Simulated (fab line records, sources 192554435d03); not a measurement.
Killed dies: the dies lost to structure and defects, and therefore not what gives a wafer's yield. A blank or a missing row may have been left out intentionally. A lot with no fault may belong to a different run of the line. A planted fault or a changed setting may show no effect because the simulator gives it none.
Which tool is to blame? | flow n5-finfet | 12 lots with 36 wafers sampled at 6 steps, on a route of 1938 steps

== WHAT EACH GAUGE READ, for each wafer ==
N5_BEOL_M1_CD_MEAS_28: target cd y 23.3 nm.
lot  | measured     | on        | cd-nm (nm)
L075 | day 6 10:18  | cd-sem-01 | 24.43 24.13 24.23
L077 | day 6 22:08  | cd-sem-01 | 24.30 23.78 24.41
L079 | day 7 10:36  | cd-sem-02 | 23.80 23.63 23.66
L081 | day 7 19:22  | cd-sem-02 | 24.31 24.02 24.45
L083 | day 8 12:52  | cd-sem-01 | 23.79 23.99 24.19
L085 | day 9 00:46  | cd-sem-02 | 23.89 23.61 23.69
L087 | day 9 12:14  | cd-sem-01 | 24.13 24.08 23.49
L089 | day 9 17:03  | cd-sem-03 | 23.93 24.12 24.16
L091 | day 10 10:05 | cd-sem-03 | 23.90 23.90 23.85
L093 | day 10 16:05 | cd-sem-01 | 23.84 23.85 23.94
L095 | day 11 09:18 | cd-sem-02 | 23.97 24.16 24.23
L097 | day 11 21:44 | cd-sem-02 | 24.00 23.85 23.89

== WHAT TOOL EACH LOT RAN ON (gives the tool, then ch and the chambers of the sampled wafers, and finally the start) ==
lot  | N5_BEOL_M0_CUTY_ETCH_62            | N5_BEOL_M0_STRIP_142               | N5_BEOL_M0_SPUTTER_132       | N5_BEOL_M0_ANNEAL_133        | N5_BEOL_M1_STRIP_66
L075 | rie-diel-05 ch 0,1,2, day 6 02:17  | rie-diel-04 ch 1,2,3, day 6 04:58  | pvd-sputter-02, day 6 06:42  | pvd-sputter-02, day 6 06:47  | rie-diel-01 ch 1,2,3, day 6 09:38
L077 | rie-diel-04 ch 0,3, day 6 12:19    | rie-diel-06 ch 1,2,3, day 6 16:40  | pvd-sputter-02, day 6 18:34  | pvd-sputter-02, day 6 18:39  | rie-diel-03 ch 0,1, day 6 21:35
L079 | rie-diel-05 ch 0,2,3, day 7 03:02  | rie-diel-04 ch 0,1,3, day 7 03:44  | pvd-sputter-03, day 7 07:00  | pvd-sputter-03, day 7 07:05  | rie-diel-02 ch 0,2,3, day 7 10:02
L081 | rie-diel-05 ch 0,1,3, day 7 11:26  | rie-diel-05 ch 1,2,3, day 7 12:19  | pvd-sputter-02, day 7 13:31  | pvd-sputter-02, day 7 13:35  | rie-diel-01 ch 0,2,3, day 7 18:43
L083 | rie-diel-04 ch 3, day 8 02:20      | rie-diel-05 ch 1,2, day 8 04:52    | pvd-sputter-01, day 8 07:43  | pvd-sputter-01, day 8 07:48  | rie-diel-01 ch 0,2,3, day 8 12:20
L085 | rie-diel-04 ch 1,2,3, day 8 15:08  | rie-diel-04 ch 1,2,3, day 8 18:05  | pvd-sputter-02, day 8 20:23  | pvd-sputter-02, day 8 20:28  | rie-diel-03 ch 0,1,2, day 9 00:08
L087 | rie-diel-05 ch 0,1,3, day 9 03:17  | rie-diel-05 ch 0,3, day 9 04:41    | pvd-sputter-02, day 9 07:32  | pvd-sputter-02, day 9 07:37  | rie-diel-01 ch 0,3, day 9 11:34
L089 | rie-diel-06 ch 0,1,2, day 9 11:31  | rie-diel-05 ch 1,2,3, day 9 12:11  | pvd-sputter-03, day 9 13:28  | pvd-sputter-03, day 9 13:32  | rie-diel-01 ch 0,1,3, day 9 16:22
L091 | rie-diel-04 ch 0,2, day 10 01:27   | rie-diel-06 ch 1,3, day 10 02:51   | pvd-sputter-01, day 10 05:34 | pvd-sputter-01, day 10 05:39 | rie-diel-02 ch 0,3, day 10 09:32
L093 | rie-diel-05 ch 0,3, day 10 08:50   | rie-diel-04 ch 1,2, day 10 10:04   | pvd-sputter-02, day 10 12:45 | pvd-sputter-02, day 10 12:50 | rie-diel-02 ch 0,2,3, day 10 15:32
L095 | rie-diel-04 ch 1,2,3, day 11 00:09 | rie-diel-04 ch 0,1,3, day 11 03:40 | pvd-sputter-01, day 11 05:29 | pvd-sputter-01, day 11 05:34 | rie-diel-03 ch 1,2,3, day 11 08:45
L097 | rie-diel-06 ch 1,3, day 11 11:29   | rie-diel-05 ch 0,3, day 11 12:37   | pvd-sputter-03, day 11 16:06 | pvd-sputter-03, day 11 16:11 | rie-diel-02 ch 0,1,3, day 11 21:01
- N5_BEOL_M0_CUTY_ETCH_62: etches SiARC in CF4, time 58.5 s.
- N5_BEOL_M0_STRIP_142: strips in N2/H2, time 10 s.
- N5_BEOL_M0_SPUTTER_132: material Cu, target thk 4 nm, time 7.37 s.
- N5_BEOL_M0_ANNEAL_133: time 60 s.
- N5_BEOL_M1_STRIP_66: strips in CF4.

== THE ANSWER, worked out from the rows above alone ==
Rule: the lots themselves supply what counts as usual. Put in order of their means at a reading, lots are off if they are a third of the lots or fewer, leave a main group of 4 or more, and stand apart from it by a gap of 3 or more times the standard deviation of the main group's means; of several such gaps the widest counts. Not used: any main group whose means are identical at the precision the tables above print for the reading. A lot without any number at a reading at which 4 lots or more have one is off too. The other lots that the step has rows for count as sound.
Across all readings shown, no lot is off: no conclusion can be drawn from this.

== WHAT THE SIMULATOR PUT IN ==
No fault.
